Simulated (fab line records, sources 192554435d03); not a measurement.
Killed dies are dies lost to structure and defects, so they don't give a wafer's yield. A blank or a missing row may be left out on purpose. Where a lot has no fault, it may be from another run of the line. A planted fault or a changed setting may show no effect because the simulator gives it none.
3 desks, one fault || flow n5 finfet || each desk holds nothing but its own numbers, with what lay behind them at the end

TOOL OWNER'S DESK, implanter-01
N5_WELL_APT_IMPLANT_32, tool's own readings: per-lot mean of the sampled wafers with a number, covering each lot this tool ran. Marked OUT: a lot whose mean sits more than 4 standard deviations from the usual mean, which makes it out of limits; the brackets give that distance.
Columns: A = dose ions cm2 at N5_WELL_APT_IMPLANT_32, usual 2.0006e+13; B = faraday current uA at N5_WELL_APT_IMPLANT_32, usual 254; C = tilt deg at N5_WELL_APT_IMPLANT_32, usual -0.003 degrees
{"lot": "L571", "first seen here": "day 1 15:04", "A": 2.0013e+13, "B": 251, "C": -0.030}
{"lot": "L578", "first seen here": "day 3 14:13", "A": 1.9998e+13, "B": 257, "C": 0.001}
{"lot": "L579", "first seen here": "day 3 15:38", "A": "7.3500e+12 (-99 or more) OUT", "B": "94 (-30) OUT", "C": 0.007}
{"lot": "L581", "first seen here": "day 4 03:36", "A": "7.3153e+12 (-99 or more) OUT", "B": "96 (-30) OUT", "C": -0.001}
{"lot": "L583", "first seen here": "day 4 15:23", "A": "7.3303e+12 (-99 or more) OUT", "B": "93 (-30) OUT", "C": 0.018}
This desk's finding: out of limits on L579, L581, L583; first on L579, day 3 15:38 (dose ions cm2 at N5_WELL_APT_IMPLANT_32). L571, L578 stayed within limits.

THE METROLOGY DESK
What the gauges read for every lot (on any tool): the sampled wafers with a number, averaged. Marked OUT: a lot whose mean sits more than 4 standard deviations from the usual mean, which makes it out of limits; the brackets give that distance. Readings shown: 7 out of 12 (the first out of limits, and those lying furthest out on some lot).
Columns: A = CJ_N at N5_BEOL_M4_RC_MEAS_101, usual 4.34; B = DIBL_N at N5_BEOL_M4_RC_MEAS_101, usual 36.6 mV/V; C = DIBL_P at N5_BEOL_M4_RC_MEAS_101, usual 36.7 mV/V; D = IOFF_N at N5_BEOL_M4_RC_MEAS_101, usual 0.155 nA/um; E = RS_PWELL at N5_BEOL_M4_RC_MEAS_101, usual 3011 ohm/sq; F = SS_N at N5_BEOL_M4_RC_MEAS_101, usual 71.6 mV/dec; G = VT_P at N5_BEOL_M4_RC_MEAS_101, usual -251 mV
{"lot": "L571", "first seen here": "day 10 17:33", "A": 4.21, "B": 36.9, "C": 36.1, "D": 0.147, "E": 2988, "F": 71.3, "G": -245}
{"lot": "L573", "first seen here": "day 10 22:09", "A": 4.37, "B": 35.5, "C": 33.8, "D": 0.152, "E": 3017, "F": 71.0, "G": -251}
{"lot": "L580", "first seen here": "day 11 18:16", "A": 4.36, "B": 36.0, "C": 37.8, "D": 0.151, "E": 3025, "F": 71.9, "G": -252}
{"lot": "L578", "first seen here": "day 12 12:07", "A": 4.45, "B": 37.5, "C": 37.8, "D": 0.163, "E": 3019, "F": 71.7, "G": -246}
{"lot": "L581", "first seen here": "day 12 20:25", "A": "2.54 (-26) OUT", "B": 40.2, "C": 36.8, "D": 0.204, "E": "3095 (+4.2) OUT", "F": 73.5, "G": -251}
{"lot": "L582", "first seen here": "day 12 23:29", "A": 4.36, "B": 38.6, "C": 36.3, "D": 0.169, "E": 3014, "F": 71.5, "G": -250}
{"lot": "L579", "first seen here": "day 13 01:56", "A": "2.61 (-25) OUT", "B": 39.4, "C": 36.5, "D": 0.188, "E": "3124 (+5.7) OUT", "F": 72.5, "G": -250}
{"lot": "L583", "first seen here": "day 14 01:33", "A": "2.60 (-25) OUT", "B": 38.9, "C": 35.9, "D": 0.201, "E": "3144 (+6.7) OUT", "F": 73.4, "G": -254}
{"lot": "L592", "first seen here": "day 16 02:40", "A": 4.28, "B": 36.7, "C": 36.5, "D": 0.150, "E": 3037, "F": 71.5, "G": -248}
{"lot": "L594", "first seen here": "day 16 06:34", "A": 4.28, "B": 36.4, "C": 35.4, "D": 0.152, "E": 3021, "F": 71.9, "G": -251}
This desk's finding: out of limits on L579, L581, L583; first on L581, day 12 20:25 (CJ_N at N5_BEOL_M4_RC_MEAS_101). L571, L573, L580, L578, L582, L592, L594 stayed within limits.

THE DEFECT DESK
Inspection counts along the route, by lot: the mean over sampled wafers that carry a number. Marked OUT: a lot whose mean sits more than 4 standard deviations from the usual mean, which makes it out of limits; the brackets give that distance.
Columns: A = raw defect count at N5_ZERO_LAYER_INSPECT_20, usual 37; B = raw defect count at N5_WELL_APT_INSPECT_27, usual 1.9; C = raw defect count at N5_WELL_APT_INSPECT_38, usual 13
{"lot": "L571", "first seen here": "day 1 13:16", "A": 32, "B": 4.3, "C": 12}
{"lot": "L573", "first seen here": "day 2 01:20", "A": 40, "B": 2.0, "C": 13}
{"lot": "L578", "first seen here": "day 3 07:15", "A": 25, "B": 1.7, "C": 12}
{"lot": "L579", "first seen here": "day 3 13:29", "A": 40, "B": 2.0, "C": 14}
{"lot": "L580", "first seen here": "day 3 19:25", "A": 25, "B": 2.0, "C": 16}
{"lot": "L581", "first seen here": "day 4 01:17", "A": 35, "B": 1.0, "C": 13}
{"lot": "L582", "first seen here": "day 4 07:26", "A": 33, "B": 1.0, "C": 16}
{"lot": "L583", "first seen here": "day 4 13:25", "A": 21, "B": 1.7, "C": 10}
{"lot": "L592", "first seen here": "day 6 19:25", "A": 23, "B": 1.7, "C": 12}
{"lot": "L594", "first seen here": "day 7 07:23", "A": 46, "B": 1.7, "C": 17}
Result from this desk: across the 10 lots, nothing is out of limits.

PUT TOGETHER
An alarm could have come from the tool owner's desk at day 3 15:38, on L579, L581, L583.
Metrology desk: alarm possible at day 12 20:25 on L579, L581, L583.
Nothing the defect desk looked at was out of limits.
The defect desk has L579, L581, L583 on record, within its limits.
All the named lots went through N5_WELL_APT_IMPLANT_32 on implanter-01.

WHAT WAS PUT IN BY THE SIMULATOR
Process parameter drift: implanter-01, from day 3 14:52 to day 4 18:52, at N5_WELL_APT_IMPLANT_32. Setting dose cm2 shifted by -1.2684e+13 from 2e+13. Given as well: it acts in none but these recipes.
Shown lots that were struck: L579, L581, L583.
Hours from the fault's start to each desk's first reading out of limits: the tool owner's desk, 1; the metrology desk, 222.
